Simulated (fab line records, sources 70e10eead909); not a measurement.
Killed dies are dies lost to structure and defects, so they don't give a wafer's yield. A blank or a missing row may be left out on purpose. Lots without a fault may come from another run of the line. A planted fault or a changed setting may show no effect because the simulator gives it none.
Chamber matching | flow nand_harc | NHARC_P_M1_CMP_23 on cmp-04: 4 sister chambers
The step polishes, t overpolish 20 s, target thk 157.82 nm. 4 wafers are shown with their chamber, then 9 later ones without.

WAFERS WITH THEIR CHAMBER
wafer  | chamber | motor_current_A (A)
L078.4 | 1       | 12.4
L087.4 | 0       | 11.0
L087.5 | 3       | 14.9
L087.6 | 2       | 12.1

WAFERS WITHOUT THEIR CHAMBER
wafer  | motor_current_A (A)
L088.1 | 14.2
L088.3 | 11.1
L088.4 | 12.7
L092.1 | 11.0
L092.2 | 12.4
L092.4 | 14.4
L095.1 | 12.6
L095.2 | 15.2
L095.5 | 12.5

WHICH CHAMBER EACH WENT THROUGH
wafer  | from the rows above     | in truth
L088.1 | 3                       | 3
L088.3 | 0                       | 0
L088.4 | can't be placed: 1 or 2 | 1
L092.1 | 0                       | 0
L092.2 | can't be placed: 1 or 2 | 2
L092.4 | 3                       | 3
L095.1 | can't be placed: 1 or 2 | 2
L095.2 | 3                       | 3
L095.5 | can't be placed: 1 or 2 | 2
Placed correctly: 5 of 9. Can't be placed from these rows: 4 (the true chamber is among the candidates in 4). Placed wrongly: 0.
How it was worked out, from the rows above alone: a wafer's distance from a chamber is the root of the sum, over the readings, of the square of ((its reading less the chamber's mean) divided by the reading's scatter). The wafer belongs to the nearest chamber; if the next one is less than 2 further off, it can't be placed. A chamber's mean is the mean of its shown wafers. The scatter: with one shown wafer a chamber, the root of the mean of the squares of how far each hidden wafer lies from its nearest shown one.
